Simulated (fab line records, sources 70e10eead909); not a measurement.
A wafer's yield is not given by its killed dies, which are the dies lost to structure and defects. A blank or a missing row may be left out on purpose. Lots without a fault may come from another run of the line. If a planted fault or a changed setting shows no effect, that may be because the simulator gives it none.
Which tool is to blame? || flow nand-harc || Sampling: 14 lots, 42 wafers, 4 of 1159 route steps

## WHAT THE GAUGES SHOWED, per wafer
The record lacks any reading of a measuring or inspecting step that a usual standard deviation could be used to judge.

## WHICH TOOL RAN EACH LOT (tool, then ch and the chambers of the sampled wafers, then the start)
{"lot": "L313", "NHARC_A_STAIRCASE_TRIM_26": "rie-diel-11 ch 0,1,2, day 10 21:54 or earlier", "NHARC_A_STAIRCASE_EXPOSE_181": "krf-scanner-04 ch 0, day 10 21:54", "NHARC_A_STAIRCASE_TRIM_187": "rie-diel-12 ch 1,3, day 10 22:22", "NHARC_A_STAIRCASE_ETCH_188": "rie-diel-12 ch 0,1,2, no start"}
{"lot": "L314", "NHARC_A_STAIRCASE_TRIM_26": "rie-diel-04 ch 2,3, day 11 10:16 or earlier", "NHARC_A_STAIRCASE_EXPOSE_181": "krf-scanner-02 ch 0, day 11 10:16", "NHARC_A_STAIRCASE_TRIM_187": "rie-diel-11 ch 0,2, day 11 10:52", "NHARC_A_STAIRCASE_ETCH_188": "rie-diel-11 ch 0,1,2, no start"}
{"lot": "L317", "NHARC_A_STAIRCASE_TRIM_26": "rie-diel-11 ch 2,3, day 11 21:32 or earlier", "NHARC_A_STAIRCASE_EXPOSE_181": "krf-scanner-03 ch 0, day 11 21:32", "NHARC_A_STAIRCASE_TRIM_187": "rie-diel-12 ch 0,2,3, day 11 22:05", "NHARC_A_STAIRCASE_ETCH_188": "rie-diel-12 ch 2,3, no start"}
{"lot": "L316", "NHARC_A_STAIRCASE_TRIM_26": "rie-diel-04 ch 2,3, day 11 22:10 or earlier", "NHARC_A_STAIRCASE_EXPOSE_181": "krf-scanner-04 ch 0, day 11 22:10", "NHARC_A_STAIRCASE_TRIM_187": "rie-diel-11 ch 1,2, day 11 22:38", "NHARC_A_STAIRCASE_ETCH_188": "rie-diel-11 ch 2,3, no start"}
{"lot": "L319", "NHARC_A_STAIRCASE_TRIM_26": "rie-diel-11 ch 0,2,3, day 12 13:08 or earlier", "NHARC_A_STAIRCASE_EXPOSE_181": "krf-scanner-04, day 12 13:08", "NHARC_A_STAIRCASE_TRIM_187": "rie-diel-04 ch 0,3, day 12 13:40", "NHARC_A_STAIRCASE_ETCH_188": "rie-diel-04 ch 0,1,3, no start"}
{"lot": "L322", "NHARC_A_STAIRCASE_TRIM_26": "rie-diel-12 ch 0,2,3, day 13 08:38 or earlier", "NHARC_A_STAIRCASE_EXPOSE_181": "krf-scanner-02, day 13 08:38", "NHARC_A_STAIRCASE_TRIM_187": "rie-diel-11 ch 0,1,3, day 13 09:05", "NHARC_A_STAIRCASE_ETCH_188": "rie-diel-11 ch 0,1,3, no start"}
{"lot": "L321", "NHARC_A_STAIRCASE_TRIM_26": "rie-diel-11 ch 1,2,3, day 13 09:15 or earlier", "NHARC_A_STAIRCASE_EXPOSE_181": "krf-scanner-04 ch 0, day 13 09:15", "NHARC_A_STAIRCASE_TRIM_187": "rie-diel-12 ch 0,1,2, day 13 09:43", "NHARC_A_STAIRCASE_ETCH_188": "rie-diel-12 ch 2,3, no start"}
{"lot": "L329", "NHARC_A_STAIRCASE_TRIM_26": "rie-diel-04 ch 0,1,3, day 15 02:19 or earlier", "NHARC_A_STAIRCASE_EXPOSE_181": "krf-scanner-03 ch 0, day 15 02:19", "NHARC_A_STAIRCASE_TRIM_187": "rie-diel-12 ch 1,2,3, day 15 02:47", "NHARC_A_STAIRCASE_ETCH_188": "rie-diel-12 ch 0,1,3, no start"}
{"lot": "L332", "NHARC_A_STAIRCASE_TRIM_26": "rie-diel-04 ch 1,2,3, day 15 13:53 or earlier", "NHARC_A_STAIRCASE_EXPOSE_181": "krf-scanner-04 ch 0, day 15 13:53", "NHARC_A_STAIRCASE_TRIM_187": "rie-diel-11 ch 0,3, day 15 14:20", "NHARC_A_STAIRCASE_ETCH_188": "rie-diel-11 ch 1,2, no start"}
{"lot": "L333", "NHARC_A_STAIRCASE_TRIM_26": "rie-diel-04 ch 0,2,3, day 15 14:40 or earlier", "NHARC_A_STAIRCASE_EXPOSE_181": "krf-scanner-04 ch 0, day 15 14:40", "NHARC_A_STAIRCASE_TRIM_187": "rie-diel-12 ch 0,1,3, day 15 15:12", "NHARC_A_STAIRCASE_ETCH_188": "rie-diel-12 ch 0,3, no start"}
{"lot": "L330", "NHARC_A_STAIRCASE_TRIM_26": "rie-diel-12 ch 0,1,2, day 15 14:53 or earlier", "NHARC_A_STAIRCASE_EXPOSE_181": "krf-scanner-02 ch 0, day 15 14:53", "NHARC_A_STAIRCASE_TRIM_187": "rie-diel-11 ch 0,1, day 15 15:23", "NHARC_A_STAIRCASE_ETCH_188": "rie-diel-11 ch 2,3, no start"}
{"lot": "L331", "NHARC_A_STAIRCASE_TRIM_26": "rie-diel-04 ch 0,1,2, day 15 20:29 or earlier", "NHARC_A_STAIRCASE_EXPOSE_181": "krf-scanner-02 ch 0, day 15 20:29", "NHARC_A_STAIRCASE_TRIM_187": "rie-diel-11 ch 0,2,3, day 15 21:14", "NHARC_A_STAIRCASE_ETCH_188": "rie-diel-11 ch 0,2,3, no start"}
{"lot": "L335", "NHARC_A_STAIRCASE_TRIM_26": "rie-diel-04 ch 1,3, day 16 09:48 or earlier", "NHARC_A_STAIRCASE_EXPOSE_181": "krf-scanner-02 ch 0, day 16 09:48", "NHARC_A_STAIRCASE_TRIM_187": "rie-diel-04 ch 0,1, day 16 10:20", "NHARC_A_STAIRCASE_ETCH_188": "rie-diel-04 ch 1,3, no start"}
{"lot": "L336", "NHARC_A_STAIRCASE_TRIM_26": "rie-diel-12 ch 0,1, day 16 17:22 or earlier", "NHARC_A_STAIRCASE_EXPOSE_181": "krf-scanner-03 ch 0, day 16 17:22", "NHARC_A_STAIRCASE_TRIM_187": "rie-diel-12 ch 1,3, day 16 17:49", "NHARC_A_STAIRCASE_ETCH_188": "rie-diel-12 ch 0,3, no start"}
- NHARC_A_STAIRCASE_TRIM_26: chemistry O2, time 211.2 s.
- NHARC_A_STAIRCASE_EXPOSE_181: exposes mask STAIR 2.
- NHARC_A_STAIRCASE_TRIM_187: chemistry O2, time 211.2 s.
- NHARC_A_STAIRCASE_ETCH_188: etches the open film in C4F8/O2, target depth 100 nm, time 40.5 s.

## WHAT THE TOOLS THEMSELVES READ (means of the sampled wafers that have a number; where no wafer has one, the mark that the record gives instead)
NHARC_A_STAIRCASE_TRIM_26.
{"lot": "L313", "tool": "rie-diel-11", "drypump-motor-current-A (A)": 5.4, "oes-product-au (a.u.)": 1.009, "rf-vpp-V (V)": 57.2, "showerhead-plenum-p-Torr (Torr)": 3.46, "throttle-valve-pct (%)": 17.031}
{"lot": "L314", "tool": "rie-diel-04", "drypump-motor-current-A (A)": 5.4, "oes-product-au (a.u.)": 0.992, "rf-vpp-V (V)": 58.4, "showerhead-plenum-p-Torr (Torr)": 3.59, "throttle-valve-pct (%)": 17.041}
{"lot": "L317", "tool": "rie-diel-11", "drypump-motor-current-A (A)": 5.2, "oes-product-au (a.u.)": 0.993, "rf-vpp-V (V)": 58.3, "showerhead-plenum-p-Torr (Torr)": 3.72, "throttle-valve-pct (%)": 17.033}
{"lot": "L316", "tool": "rie-diel-04", "drypump-motor-current-A (A)": 5.6, "oes-product-au (a.u.)": 0.995, "rf-vpp-V (V)": 57.3, "showerhead-plenum-p-Torr (Torr)": 3.53, "throttle-valve-pct (%)": 17.042}
{"lot": "L319", "tool": "rie-diel-11", "drypump-motor-current-A (A)": 5.3, "oes-product-au (a.u.)": 1.006, "rf-vpp-V (V)": 58.6, "showerhead-plenum-p-Torr (Torr)": 3.58, "throttle-valve-pct (%)": 17.029}
{"lot": "L322", "tool": "rie-diel-12", "drypump-motor-current-A (A)": 5.8, "oes-product-au (a.u.)": 0.996, "rf-vpp-V (V)": 57.0, "showerhead-plenum-p-Torr (Torr)": 3.56, "throttle-valve-pct (%)": 17.038}
{"lot": "L321", "tool": "rie-diel-11", "drypump-motor-current-A (A)": 5.7, "oes-product-au (a.u.)": 1.007, "rf-vpp-V (V)": 57.2, "showerhead-plenum-p-Torr (Torr)": 3.60, "throttle-valve-pct (%)": 17.032}
{"lot": "L329", "tool": "rie-diel-04", "drypump-motor-current-A (A)": 5.5, "oes-product-au (a.u.)": 0.998, "rf-vpp-V (V)": 57.9, "showerhead-plenum-p-Torr (Torr)": 3.45, "throttle-valve-pct (%)": 17.040}
{"lot": "L332", "tool": "rie-diel-04", "drypump-motor-current-A (A)": 5.7, "oes-product-au (a.u.)": 0.993, "rf-vpp-V (V)": 57.3, "showerhead-plenum-p-Torr (Torr)": 3.49, "throttle-valve-pct (%)": 17.040}
{"lot": "L333", "tool": "rie-diel-04", "drypump-motor-current-A (A)": 5.4, "oes-product-au (a.u.)": 1.008, "rf-vpp-V (V)": 57.9, "showerhead-plenum-p-Torr (Torr)": 3.46, "throttle-valve-pct (%)": 17.029}
{"lot": "L330", "tool": "rie-diel-12", "drypump-motor-current-A (A)": 5.5, "oes-product-au (a.u.)": 0.996, "rf-vpp-V (V)": 57.4, "showerhead-plenum-p-Torr (Torr)": 3.46, "throttle-valve-pct (%)": 17.036}
{"lot": "L331", "tool": "rie-diel-04", "drypump-motor-current-A (A)": 5.6, "oes-product-au (a.u.)": 0.994, "rf-vpp-V (V)": 57.6, "showerhead-plenum-p-Torr (Torr)": 3.38, "throttle-valve-pct (%)": 17.033}
{"lot": "L335", "tool": "rie-diel-04", "drypump-motor-current-A (A)": 5.6, "oes-product-au (a.u.)": 0.997, "rf-vpp-V (V)": 57.4, "showerhead-plenum-p-Torr (Torr)": 3.56, "throttle-valve-pct (%)": 17.042}
{"lot": "L336", "tool": "rie-diel-12", "drypump-motor-current-A (A)": 5.5, "oes-product-au (a.u.)": 1.001, "rf-vpp-V (V)": 57.5, "showerhead-plenum-p-Torr (Torr)": 3.45, "throttle-valve-pct (%)": 17.038}

NHARC_A_STAIRCASE_EXPOSE_181.
{"lot": "L313", "tool": "krf-scanner-04", "exposure-dose-mJ-cm2": 27.870, "focus-offset-nm (nm)": -0.3}
{"lot": "L314", "tool": "krf-scanner-02", "exposure-dose-mJ-cm2": 27.891, "focus-offset-nm (nm)": 0.3}
{"lot": "L317", "tool": "krf-scanner-03", "exposure-dose-mJ-cm2": 27.858, "focus-offset-nm (nm)": 0.0}
{"lot": "L316", "tool": "krf-scanner-04", "exposure-dose-mJ-cm2": 27.843, "focus-offset-nm (nm)": -0.2}
{"lot": "L319", "tool": "krf-scanner-04", "exposure-dose-mJ-cm2": "-", "focus-offset-nm (nm)": "-"}
{"lot": "L322", "tool": "krf-scanner-02", "exposure-dose-mJ-cm2": "-", "focus-offset-nm (nm)": "-"}
{"lot": "L321", "tool": "krf-scanner-04", "exposure-dose-mJ-cm2": 27.828, "focus-offset-nm (nm)": 0.0}
{"lot": "L329", "tool": "krf-scanner-03", "exposure-dose-mJ-cm2": 27.925, "focus-offset-nm (nm)": -0.8}
{"lot": "L332", "tool": "krf-scanner-04", "exposure-dose-mJ-cm2": 27.857, "focus-offset-nm (nm)": 0.5}
{"lot": "L333", "tool": "krf-scanner-04", "exposure-dose-mJ-cm2": 27.877, "focus-offset-nm (nm)": -0.3}
{"lot": "L330", "tool": "krf-scanner-02", "exposure-dose-mJ-cm2": 27.874, "focus-offset-nm (nm)": -0.0}
{"lot": "L331", "tool": "krf-scanner-02", "exposure-dose-mJ-cm2": 27.881, "focus-offset-nm (nm)": -0.3}
{"lot": "L335", "tool": "krf-scanner-02", "exposure-dose-mJ-cm2": 27.839, "focus-offset-nm (nm)": -0.7}
{"lot": "L336", "tool": "krf-scanner-03", "exposure-dose-mJ-cm2": 27.874, "focus-offset-nm (nm)": -0.1}

NHARC_A_STAIRCASE_TRIM_187.
{"lot": "L313", "tool": "rie-diel-12", "drypump-motor-current-A (A)": 5.6, "oes-product-au (a.u.)": 0.992, "rf-vpp-V (V)": 57.5, "showerhead-plenum-p-Torr (Torr)": 3.57, "throttle-valve-pct (%)": 17.036}
{"lot": "L314", "tool": "rie-diel-11", "drypump-motor-current-A (A)": 4.9, "oes-product-au (a.u.)": 0.994, "rf-vpp-V (V)": 57.7, "showerhead-plenum-p-Torr (Torr)": 3.44, "throttle-valve-pct (%)": 17.035}
{"lot": "L317", "tool": "rie-diel-12", "drypump-motor-current-A (A)": 5.8, "oes-product-au (a.u.)": 0.998, "rf-vpp-V (V)": 58.0, "showerhead-plenum-p-Torr (Torr)": 3.57, "throttle-valve-pct (%)": 17.032}
{"lot": "L316", "tool": "rie-diel-11", "drypump-motor-current-A (A)": 5.9, "oes-product-au (a.u.)": 1.003, "rf-vpp-V (V)": 58.0, "showerhead-plenum-p-Torr (Torr)": 3.47, "throttle-valve-pct (%)": 17.029}
{"lot": "L319", "tool": "rie-diel-04", "drypump-motor-current-A (A)": 5.1, "oes-product-au (a.u.)": 1.002, "rf-vpp-V (V)": 57.4, "showerhead-plenum-p-Torr (Torr)": 3.44, "throttle-valve-pct (%)": 17.037}
{"lot": "L322", "tool": "rie-diel-11", "drypump-motor-current-A (A)": 5.8, "oes-product-au (a.u.)": 1.002, "rf-vpp-V (V)": 58.5, "showerhead-plenum-p-Torr (Torr)": 3.47, "throttle-valve-pct (%)": 17.028}
{"lot": "L321", "tool": "rie-diel-12", "drypump-motor-current-A (A)": 5.5, "oes-product-au (a.u.)": 0.999, "rf-vpp-V (V)": 57.4, "showerhead-plenum-p-Torr (Torr)": 3.47, "throttle-valve-pct (%)": 17.031}
{"lot": "L329", "tool": "rie-diel-12", "drypump-motor-current-A (A)": 5.6, "oes-product-au (a.u.)": 0.991, "rf-vpp-V (V)": 58.0, "showerhead-plenum-p-Torr (Torr)": 3.51, "throttle-valve-pct (%)": 17.041}
{"lot": "L332", "tool": "rie-diel-11", "drypump-motor-current-A (A)": 5.4, "oes-product-au (a.u.)": 1.006, "rf-vpp-V (V)": 57.6, "showerhead-plenum-p-Torr (Torr)": 3.44, "throttle-valve-pct (%)": 17.031}
{"lot": "L333", "tool": "rie-diel-12", "drypump-motor-current-A (A)": 5.6, "oes-product-au (a.u.)": 0.992, "rf-vpp-V (V)": 57.7, "showerhead-plenum-p-Torr (Torr)": 3.50, "throttle-valve-pct (%)": 17.029}
{"lot": "L330", "tool": "rie-diel-11", "drypump-motor-current-A (A)": 6.0, "oes-product-au (a.u.)": 1.010, "rf-vpp-V (V)": 57.3, "showerhead-plenum-p-Torr (Torr)": 3.33, "throttle-valve-pct (%)": 17.041}
{"lot": "L331", "tool": "rie-diel-11", "drypump-motor-current-A (A)": 5.3, "oes-product-au (a.u.)": 1.015, "rf-vpp-V (V)": 57.6, "showerhead-plenum-p-Torr (Torr)": 3.57, "throttle-valve-pct (%)": 17.041}
{"lot": "L335", "tool": "rie-diel-04", "drypump-motor-current-A (A)": 5.8, "oes-product-au (a.u.)": 0.999, "rf-vpp-V (V)": 56.8, "showerhead-plenum-p-Torr (Torr)": 3.36, "throttle-valve-pct (%)": 17.036}
{"lot": "L336", "tool": "rie-diel-12", "drypump-motor-current-A (A)": 5.3, "oes-product-au (a.u.)": 0.997, "rf-vpp-V (V)": 58.2, "showerhead-plenum-p-Torr (Torr)": 3.44, "throttle-valve-pct (%)": 17.035}

NHARC_A_STAIRCASE_ETCH_188.
{"lot": "L313", "tool": "rie-diel-12", "oes-product-au (a.u.)": 0.944, "rf-vpp-V (V)": 894}
{"lot": "L314", "tool": "rie-diel-11", "oes-product-au (a.u.)": 0.941, "rf-vpp-V (V)": 893}
{"lot": "L317", "tool": "rie-diel-12", "oes-product-au (a.u.)": 0.929, "rf-vpp-V (V)": 899}
{"lot": "L316", "tool": "rie-diel-11", "oes-product-au (a.u.)": 0.931, "rf-vpp-V (V)": 904}
{"lot": "L319", "tool": "rie-diel-04", "oes-product-au (a.u.)": 0.938, "rf-vpp-V (V)": 893}
{"lot": "L322", "tool": "rie-diel-11", "oes-product-au (a.u.)": 0.935, "rf-vpp-V (V)": 894}
{"lot": "L321", "tool": "rie-diel-12", "oes-product-au (a.u.)": 0.953, "rf-vpp-V (V)": 898}
{"lot": "L329", "tool": "rie-diel-12", "oes-product-au (a.u.)": 0.921, "rf-vpp-V (V)": 895}
{"lot": "L332", "tool": "rie-diel-11", "oes-product-au (a.u.)": 0.931, "rf-vpp-V (V)": 893}
{"lot": "L333", "tool": "rie-diel-12", "oes-product-au (a.u.)": 0.925, "rf-vpp-V (V)": 897}
{"lot": "L330", "tool": "rie-diel-11", "oes-product-au (a.u.)": 0.931, "rf-vpp-V (V)": 902}
{"lot": "L331", "tool": "rie-diel-11", "oes-product-au (a.u.)": 0.943, "rf-vpp-V (V)": 897}
{"lot": "L335", "tool": "rie-diel-04", "oes-product-au (a.u.)": 0.932, "rf-vpp-V (V)": 897}
{"lot": "L336", "tool": "rie-diel-12", "oes-product-au (a.u.)": 0.953, "rf-vpp-V (V)": 898}

## THE ANSWER, worked out from the rows above alone
Rule: the lots themselves supply what counts as usual. Put in order of their means at a reading, lots are off if they are a third of the lots or fewer, leave a main group of 4 or more, and stand apart from it by a gap of 3 or more times the standard deviation of the main group's means; of several such gaps the widest counts. A main group is skipped when, at the precision printed for the reading in the tables above, its means are all equal. Also off: a lot with no number at a reading for which 4 or more lots have one. Where the step has rows for the other lots, those lots are counted as sound. After the gauges, taken in route order, come the tools' own readings; for these a lot's mean is taken, as printed above. The first step at which some lot is off is used, and at that step the reading that is off furthest; a lot without a number counts as furthest.
Off at NHARC_A_STAIRCASE_EXPOSE_181 (exposure-dose-mJ-cm2): L319, L322. Without a number there: L319, L322. For the main group the mean is 27.868 and the standard deviation 0.025.
A tool fits if, at that step or a process step before it, it ran every lot that is off, and no sound lot after the first of them. NHARC_A_STAIRCASE_TRIM_26 gives no start for some lots, so the hours and the order of its lots are those of NHARC_A_STAIRCASE_EXPOSE_181. Not one of the candidates tried fits.

## WHAT THE SIMULATOR HAD INSERTED
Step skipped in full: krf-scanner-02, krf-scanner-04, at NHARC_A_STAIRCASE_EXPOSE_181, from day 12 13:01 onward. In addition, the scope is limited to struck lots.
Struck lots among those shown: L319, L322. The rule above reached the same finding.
